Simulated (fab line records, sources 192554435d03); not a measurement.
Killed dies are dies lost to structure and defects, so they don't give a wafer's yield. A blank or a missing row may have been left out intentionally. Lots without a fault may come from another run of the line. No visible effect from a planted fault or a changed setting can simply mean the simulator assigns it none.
fab line records	flow n5Finfet
record: lots: 15	wafers: 43	lastDay: 18
route steps=1938 shown BEOL_M15@1773
lots that met no fault: taken from a fault-free run of the same line
startH: hours from the record's opening day to when the first of the lot's shown wafers began	waitH: hours elapsed since this lot's preceding step	" unchanged from the row above	L1.1+2: a single row standing in for several wafers	- no value, or no start given	* or withheld: withheld	< > ~ a bound
route shown NAME@n: NAME is a module with steps in the file, n the number in the route of the first one	usual: the fault-free wafers' mean and standard deviation	same: alike in all rows	chamber/n: place in a boat	sites: each site's reading	_std_site: the standard deviation of these	_edge_site: mean of outer sites minus mean of inner sites	radiusMm: how far each site lies from the wafer's centre	mask NAME#n: copy n	behind: the tool/chamber that last shaped the wafer	hold: reason for holding the lot/hours on hold/outcome of the hold	device: which transistor (n, p or np) failed to switch	end of line: tests of these same wafers at the route's end	step lacking rows: just its recipe	killed: count of dies lost to structure and defects at first sort (not the wafer's yield)	map: the dies of a wafer, with x for killed, . for not killed, _ for no die there
set.NAME: the run value of the setting; set.NAME@STEP: its run value at that earlier step	model.NAME: the simulator's own value behind a step, which no gauge read
the route's steps for a sample of lots (tables are steps, rows are wafers)
services: a tool's chamber out of use, with start hour (startH, from the record's first day; less than 0 if before it), hours out, and reason
== steps ==
step: N5_BEOL_M15_ILD_DEP_00
recipe: material: SiO2	targetThkA: 16293	tempC: 400	precursor: TEOS/O2	pressureTorr: 6.5	rfW: 900	teosFlowSccm: 161.4	gas: O2	flowSccm: 2650	timeS: 346.1
usual: chamberPressureTorr: 6.500/0.016	heaterPowerW: 604/130	showerheadPlenumPTorr: 8.337/0.023	throttleValvePct: 18.5/0.84
lot.wafer	tool	chamber	startH	waitH	chamberPressureTorr	heaterPowerW	showerheadPlenumPTorr	throttleValvePct
L680.2	pecvd-03	0	249.98	0.0	6.544	620	8.300	19.2
L680.3	"	2	"	"	6.493	734	8.333	17.5
L680.5	"	2	"	"	6.508	555	8.333	17.4
L681.2	pecvd-01	1	262.44	0.0	6.503	823	8.315	19.2
L681.4	"	2	"	"	6.467	800	8.309	17.7
L681.6	"	0	"	"	6.513	727	8.343	19.2
L684.1	pecvd-01	1	275.66	0.0	6.505	691	8.297	19.2
L684.2	"	0	"	"	6.533	674	8.361	19.1
L684.5	"	0	"	"	6.499	564	8.356	18.9
L682.3	pecvd-02	0	280.33	0.0	6.489	521	8.333	18.8
L682.4	"	0	"	"	6.500	413	8.319	18.4
L682.6	"	2	"	"	6.520	421	8.340	17.0
L685.1	pecvd-02	1	300.77	0.0	6.519	484	8.335	19.8
L685.3	"	2	"	"	6.506	508	8.361	17.2
L685.5	"	1	"	"	6.516	362	8.328	19.6
L694.1	pecvd-02	1	339.20	0.0	6.476	474	8.335	19.6
L694.5	"	0	"	"	6.497	409	8.330	18.7
L694.6	"	2	"	"	6.467	543	8.348	17.5
L692.2	pecvd-02	0	345.01	0.0	6.512	570	8.315	18.5
L692.3	"	1	"	"	6.503	427	8.343	19.4
L692.6	"	0	"	"	6.511	425	8.319	18.5
L695.1	pecvd-01	2	347.67	0.0	6.490	865	8.304	17.6
L695.2	"	1	"	"	6.468	790	8.303	19.2
L695.6	"	2	"	"	6.503	676	8.320	18.0
L693.1	pecvd-01	1	348.14	0.0	6.531	819	8.312	19.0
L693.2	"	0	"	"	6.476	712	8.366	19.1
L693.5	"	0	"	"	6.492	554	8.344	19.3
L696.1	pecvd-01	0	348.77	0.0	6.503	750	8.362	19.1
L696.4	"	1	"	"	6.490	638	8.277	19.2
L696.5	"	2	"	"	6.489	655	8.330	17.9
L698.2	pecvd-01	2	349.92	0.0	6.486	789	8.332	17.7
L698.6	"	0	"	"	6.478	741	8.342	19.1
L699.5	pecvd-03	1	372.18	0.1	6.467	653	8.358	18.2
L699.6	"	0	"	"	6.484	605	8.315	19.4
L700.2	pecvd-02	0	382.90	0.0	6.489	539	8.369	18.2
L700.3	"	2	"	"	6.519	476	8.354	17.3
L700.4	"	0	"	"	6.523	416	8.347	18.4
L703.2	pecvd-02	0	385.67	0.0	6.512	496	8.318	18.4
L703.4	"	1	"	"	6.492	497	8.352	19.6
L703.5	"	2	"	"	6.501	430	8.345	17.1
L702.3	pecvd-01	0	396.11	0.1	6.514	700	8.363	18.9
L702.4	"	2	"	"	6.512	660	8.331	17.7
L702.5	"	0	"	"	6.515	580	8.380	19.4
step: N5_BEOL_M15_OVL_MEAS_11
recipe: pointsPerWafer: 44
usual: V14_OVL: 2/6
lot.wafer	tool	chamber	startH	waitH	V14_OVL[nm]
L680.2	overlay-02	0	250.71	0.0	0
L680.3	"	0	"	"	4
L680.5	"	0	"	"	3
L681.2	overlay-02	0	263.17	0.0	2
L681.4	"	0	"	"	0
L681.6	"	0	"	"	-2
L684.1	overlay-02	0	276.37	0.0	-3
L684.2	"	0	"	"	5
L684.5	"	0	"	"	1
L682.3	overlay-02	0	281.04	0.0	6
L682.4	"	0	"	"	-2
L682.6	"	0	"	"	3
L685.1	overlay-02	0	301.36	0.0	-1
L685.3	"	0	"	"	-1
L685.5	"	0	"	"	-3
L694.1	overlay-01	0	339.91	0.0	6
L694.5	"	0	"	"	7
L694.6	"	0	"	"	3
L692.2	overlay-02	0	345.72	0.0	1
L692.3	"	0	"	"	0
L692.6	"	0	"	"	-4
L695.1	overlay-01	0	348.26	0.0	3
L695.2	"	0	"	"	16
L695.6	"	0	"	"	12
L693.1	overlay-01	0	348.72	0.0	-3
L693.2	"	0	"	"	-8
L693.5	"	0	"	"	-11
L696.1	overlay-02	0	349.48	0.0	11
L696.4	"	0	"	"	-1
L696.5	"	0	"	"	9
L698.2	overlay-02	0	350.63	0.0	-6
L698.6	"	0	"	"	-4
L699.5	overlay-02	0	372.65	0.0	1
L699.6	"	0	"	"	11
L700.2	overlay-02	0	383.61	0.0	4
L700.3	"	0	"	"	13
L700.4	"	0	"	"	12
L703.2	overlay-01	0	386.26	0.0	-5
L703.4	"	0	"	"	-6
L703.5	"	0	"	"	13
L702.3	overlay-01	0	396.69	0.0	1
L702.4	"	0	"	"	10
L702.5	"	0	"	"	-7
step: N5_BEOL_M15_DESCUM_15
recipe: chemistry: O2	timeS: 7.9	sourcePowerW: 50	biasPowerW: 20	pressureMtorr: 20	rfFrequencyHz: 2.712e+07	tempC: 40	o2FlowSccm: 225
usual: drypumpMotorCurrentA: 5.6/0.46	oesProductAu: 0.80/0.079	rfVppV: 243.2/1.5	showerheadPlenumPTorr: 2.10/0.084	throttleValvePct: 20.4/0.33
lot.wafer	tool	chamber	startH	waitH	drypumpMotorCurrentA	oesProductAu	rfHoursCounterH	rfVppV	showerheadPlenumPTorr	throttleValvePct
L680.2	rieDiel-04	3	250.81	0.1	5.4	0.84	55	246.7	2.23	19.9
L680.3	"	0	"	"	6.3	0.83	67	243.0	2.02	20.5
L680.5	"	1	"	"	5.0	0.97	-	241.9	2.04	20.1
L681.2	rieDiel-03	2	263.23	0.0	6.0	0.68	243	239.5	1.98	20.4
L681.4	"	1	"	"	4.9	0.90	31	243.3	2.14	20.4
L681.6	"	2	"	"	6.0	0.68	-	242.6	1.98	20.5
L684.1	rieDiel-05	2	276.43	0.0	5.8	0.72	166	242.3	2.11	20.8
L684.2	"	0	"	"	6.1	0.89	54	241.9	2.04	20.1
L684.5	"	3	"	"	5.4	0.80	-	244.1	2.12	20.7
L682.3	rieDiel-04	1	281.10	0.0	5.0	0.93	9	242.0	2.03	20.1
L682.4	"	3	"	"	5.4	0.83	64	244.8	2.23	20.0
L682.6	"	3	"	"	5.4	0.82	-	244.7	2.23	20.0
L685.1	rieDiel-04	3	301.71	0.3	5.4	0.81	71	244.2	2.22	20.0
L685.3	"	1	"	"	5.0	0.90	16	242.5	2.03	20.1
L685.5	"	0	"	"	6.3	0.81	-	243.0	2.01	20.6
L694.1	rieDiel-04	0	339.97	0.0	6.3	0.79	95	244.0	2.01	20.6
L694.5	"	0	"	"	6.3	0.79	-	242.4	2.01	20.6
L694.6	"	3	"	"	5.4	0.80	-	245.5	2.22	20.0
L692.2	rieDiel-04	0	345.77	0.0	6.3	0.80	97	241.9	2.01	20.6
L692.3	"	1	"	"	5.0	0.88	31	243.7	2.03	20.1
L692.6	"	1	"	"	5.0	0.88	-	242.3	2.03	20.1
L695.1	rieDiel-04	0	348.31	0.0	6.3	0.78	98	243.2	2.01	20.6
L695.2	"	1	"	"	5.0	0.87	32	242.9	2.03	20.1
L695.6	"	1	"	"	5.0	0.88	-	242.3	2.02	20.1
L693.1	rieDiel-05	1	348.85	0.1	5.5	0.71	214	240.6	2.00	20.3
L693.2	"	3	"	"	5.4	0.78	124	244.4	2.11	20.7
L693.5	"	0	"	"	6.0	0.85	-	242.7	2.04	20.1
L696.1	rieDiel-03	2	349.54	0.0	6.0	0.93	14	246.5	2.24	20.1
L696.4	"	1	"	"	4.9	0.85	59	244.9	2.13	20.4
L696.5	"	3	"	"	5.8	0.81	-	243.1	2.11	20.3
L698.2	rieDiel-03	0	350.69	0.0	5.7	0.68	230	243.6	2.18	21.1
L698.6	"	2	"	"	6.0	0.94	-	245.1	2.24	20.1
L699.5	rieDiel-05	0	372.75	0.1	6.0	0.85	-	242.3	2.03	20.1
L699.6	"	3	"	"	5.4	0.77	-	242.2	2.11	20.7
L700.2	rieDiel-04	3	384.32	0.7	5.4	0.79	99	245.1	2.21	20.0
L700.3	"	0	"	"	6.3	0.77	109	241.4	2.00	20.6
L700.4	"	1	"	"	5.0	0.86	-	242.0	2.02	20.1
L703.2	rieDiel-05	0	386.31	0.0	6.0	0.86	90	241.0	2.03	20.1
L703.4	"	1	"	"	5.5	0.70	224	242.3	1.99	20.4
L703.5	"	1	"	"	5.5	0.70	-	240.4	1.99	20.3
L702.3	rieDiel-04	1	396.75	0.0	5.0	0.85	49	243.1	2.02	20.2
L702.4	"	3	"	"	5.4	0.78	103	244.5	2.21	20.0
L702.5	"	0	"	"	6.3	0.78	-	242.1	2.00	20.6
step: N5_BEOL_M15_VIA_ETCH_16
recipe: chemistry: C4F8/O2/Ar	target: SiO2	heInnerTorr: 15	heOuterTorr: 30	targetDepthA: 17922	timeS: withheld	ionEnergyEv: 800	pressureMtorr: 20	sourceW: 1905	biasW: 2040	Ar_flow_sccm: 400	C4F8_flow_sccm: 16	O2_flow_sccm: 12	ends: cleared
usual: C4F8_flow_sccm: 16.00/0.047	O2_flow_sccm: 11.99/0.036	drypumpMotorCurrentA: 5.6/0.46	oes_o_777_au: 0.80/0.066	oesProductAu: 0.72/0.07	rfVppV: 2226/41	showerheadPlenumPTorr: 3.44/0.12	throttleValvePct: 30.87/0.27
lot.wafer	tool	chamber	startH	waitH	C4F8_flow_sccm	O2_flow_sccm	drypumpMotorCurrentA	oes_o_777_au	oesProductAu	rfVppV	showerheadPlenumPTorr	throttleValvePct
L680.2	rieDiel-04	3	250.90	0.0	15.95	11.97	5.4	0.84	0.76	2249	3.65	30.46
L680.3	"	0	"	"	15.99	11.97	6.3	0.84	0.75	2180	3.33	31.03
L680.5	"	1	"	"	15.92	11.95	5.1	0.94	0.86	2269	3.37	30.67
L681.2	rieDiel-03	2	263.32	0.0	16.01	11.96	5.9	0.67	0.61	2258	3.27	30.86
L681.4	"	1	"	"	16.02	11.98	4.9	0.92	0.82	2212	3.50	30.93
L681.6	"	2	"	"	15.95	11.93	6.0	0.67	0.61	2260	3.27	30.85
L684.1	rieDiel-05	2	276.52	0.0	15.93	12.02	5.8	0.75	0.65	2230	3.43	31.10
L684.2	"	0	"	"	15.99	11.95	6.0	0.88	0.79	2219	3.37	30.59
L684.5	"	3	"	"	16.03	12.06	5.4	0.81	0.73	2154	3.45	31.10
L682.3	rieDiel-04	1	281.18	0.0	15.97	11.99	5.1	0.89	0.84	2268	3.37	30.67
L682.4	"	3	"	"	15.98	12.07	5.4	0.83	0.75	2246	3.65	30.45
L682.6	"	3	"	"	15.91	12.00	5.4	0.83	0.74	2248	3.65	30.45
L685.1	rieDiel-04	3	301.79	0.0	15.97	12.10	5.4	0.82	0.74	2248	3.64	30.47
L685.3	"	1	"	"	16.05	11.96	5.0	0.88	0.82	2268	3.37	30.69
L685.5	"	0	"	"	15.97	11.99	6.3	0.82	0.74	2181	3.32	31.04
L694.1	rieDiel-04	0	340.05	0.0	-	-	-	-	-	-	-	-
L694.5	"	0	"	"	-	-	-	-	-	-	-	-
L694.6	"	3	"	"	-	-	-	-	-	-	-	-
L692.2	rieDiel-04	0	345.86	0.0	-	-	-	-	-	-	-	-
L692.3	"	1	"	"	-	-	-	-	-	-	-	-
L692.6	"	1	"	"	-	-	-	-	-	-	-	-
L695.1	rieDiel-04	0	348.40	0.0	16.05	12.05	6.3	0.80	0.72	2180	3.31	31.05
L695.2	"	1	"	"	16.01	11.93	5.0	0.84	0.79	2267	3.36	30.69
L695.6	"	1	"	"	15.98	12.04	5.0	0.84	0.78	2267	3.36	30.70
L693.1	rieDiel-05	1	348.94	0.0	-	-	-	-	-	-	-	-
L693.2	"	3	"	"	-	-	-	-	-	-	-	-
L693.5	"	0	"	"	-	-	-	-	-	-	-	-
L696.1	rieDiel-03	2	349.63	0.0	16.01	12.01	6.0	0.92	0.85	2296	3.66	30.65
L696.4	"	1	"	"	15.98	11.98	4.9	0.87	0.76	2212	3.49	30.94
L696.5	"	3	"	"	16.04	11.97	5.9	0.82	0.75	2279	3.49	31.03
L698.2	rieDiel-03	0	350.77	0.0	16.11	12.01	5.8	0.70	0.61	2187	3.52	31.28
L698.6	"	2	"	"	15.92	12.01	6.0	0.91	0.84	2297	3.66	30.65
L699.5	rieDiel-05	0	372.94	0.1	15.89	11.98	6.1	0.84	0.76	2218	3.35	30.64
L699.6	"	3	"	"	16.03	12.04	5.4	0.78	0.69	2153	3.44	31.10
L700.2	rieDiel-04	3	384.41	0.0	15.90	12.02	5.4	0.79	0.70	2245	3.63	30.47
L700.3	"	0	"	"	15.97	12.00	6.3	0.79	0.71	2180	3.31	31.07
L700.4	"	1	"	"	16.06	11.98	5.0	0.82	0.77	2266	3.35	30.70
L703.2	rieDiel-05	0	386.40	0.0	15.98	11.95	6.1	0.83	0.75	2217	3.35	30.66
L703.4	"	1	"	"	16.02	11.96	5.5	0.70	0.63	2267	3.23	30.29
L703.5	"	1	"	"	15.98	12.02	5.5	0.70	0.62	2267	3.23	30.30
L702.3	rieDiel-04	1	396.84	0.0	15.97	11.96	5.0	0.82	0.76	2266	3.35	30.73
L702.4	"	3	"	"	16.02	12.01	5.4	0.79	0.69	2244	3.62	30.46
L702.5	"	0	"	"	16.03	12.06	6.3	0.79	0.70	2180	3.31	31.07
step: N5_BEOL_M15_CD_MEAS_17
recipe: targetCdNm: 360	polarity: opening
usual: cdNm: 361.0/2.2
lot.wafer	tool	chamber	startH	waitH	cdNm
L680.2	cdSem-03	-	251.31	0.0	360.1
L680.3	"	-	"	"	358.8
L680.5	"	-	"	"	360.9
L681.2	cdSem-01	-	263.73	0.0	360.7
L681.4	"	-	"	"	360.2
L681.6	"	-	"	"	358.9
L684.1	cdSem-03	-	276.93	0.0	361.9
L684.2	"	-	"	"	363.0
L684.5	"	-	"	"	361.6
L682.3	cdSem-02	-	281.60	0.0	361.1
L682.4	"	-	"	"	357.6
L682.6	"	-	"	"	359.6
L685.1	cdSem-01	-	302.21	0.0	357.3
L685.3	"	-	"	"	357.4
L685.5	"	-	"	"	360.8
L694.1	cdSem-03	-	340.46	0.0	-
L694.5	"	-	"	"	-
L694.6	"	-	"	"	-
L692.2	cdSem-02	-	346.27	0.0	-
L692.3	"	-	"	"	-
L692.6	"	-	"	"	-
L695.1	cdSem-03	-	348.81	0.0	361.8
L695.2	"	-	"	"	362.6
L695.6	"	-	"	"	360.9
L693.1	cdSem-01	-	349.35	0.0	-
L693.2	"	-	"	"	-
L693.5	"	-	"	"	-
L696.1	cdSem-02	-	350.04	0.0	358.7
L696.4	"	-	"	"	361.7
L696.5	"	-	"	"	361.1
L698.2	cdSem-03	-	351.19	0.0	364.5
L698.6	"	-	"	"	360.7
L699.5	cdSem-01	-	373.24	0.0	358.4
L699.6	"	-	"	"	364.7
L700.2	cdSem-01	-	384.82	0.0	363.0
L700.3	"	-	"	"	362.8
L700.4	"	-	"	"	360.3
L703.2	cdSem-02	-	386.81	0.0	360.1
L703.4	"	-	"	"	360.3
L703.5	"	-	"	"	358.0
L702.3	cdSem-02	-	397.25	0.0	358.5
L702.4	"	-	"	"	361.9
L702.5	"	-	"	"	359.4
== services ==
tool	chamber	startH	hours	kind
rieDiel-04	1	231.91	-	clean
rieDiel-04	1	231.91	-	consumableReplace:focusRing
rieDiel-04	1	231.91	14.9	scheduledDown
rieDiel-04	1	231.91	14.9	ventCycle
rieDiel-05	-	243.98	0.4	repair
rieDiel-05	1	248.26	8.4	repair
rieDiel-05	-	265.91	4.3	pm
pecvd-01	-	266.59	2.8	pm
rieDiel-05	-	283.06	1.3	repair
rieDiel-03	2	284.87	-	clean
rieDiel-03	2	284.87	-	consumableReplace:focusRing
rieDiel-03	2	284.87	-	consumableReplace:showerhead
rieDiel-03	2	284.87	22.5	scheduledDown
rieDiel-04	2	310.40	11.5	repair
pecvd-03	0	344.56	12.3	repair
pecvd-02	1	357.92	2.1	scheduledDown
rieDiel-05	0	359.28	1.5	repair
pecvd-01	1	365.10	21.0	repair
rieDiel-05	3	373.86	6.3	repair
rieDiel-04	2	377.70	15.9	repair
pecvd-02	2	378.34	2.1	scheduledDown
rieDiel-03	3	383.78	2.1	repair
pecvd-01	1	390.38	8.5	repair
pecvd-01	2	390.56	2.1	scheduledDown
== key ==
firstSign: step: N5_BEOL_M15_VIA_ETCH_16	reading: toolRecord	direction: missing
effect: step: N5_BEOL_M15_CD_MEAS_17	reading: cdNm	direction: missing
metAt N5_BEOL_M15_VIA_ETCH_16
struckLots L692,L693,L694
laterRowsLeftOut L692.2,L692.3,L692.6,L693.1,L693.2,L693.5,L694.1,L694.5,L694.6
sortLeftOut L692.2,L692.3,L692.6,L693.1,L693.2,L693.5,L694.1,L694.5,L694.6
notActingAt N5_BEOL_M15_ILD_DEP_00,N5_BEOL_M15_OVL_MEAS_11,N5_BEOL_M15_DESCUM_15
onsetBetween 301.79 340.05
fault: kind: skippedStepWhole	tool: rieDiel-04,rieDiel-05	chamber: -	onsetH: 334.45	steps: N5_BEOL_M15_VIA_ETCH_16	scope: struckLotsOnly
sortLeftOut: the simulated sort isn't trusted on such a fault, so these wafers' sort isn't shown, and their yield isn't known
laterRowsLeftOut: the simulator's readings of these wafers behind a module that went badly wrong aren't trusted and aren't shown, but for the sort
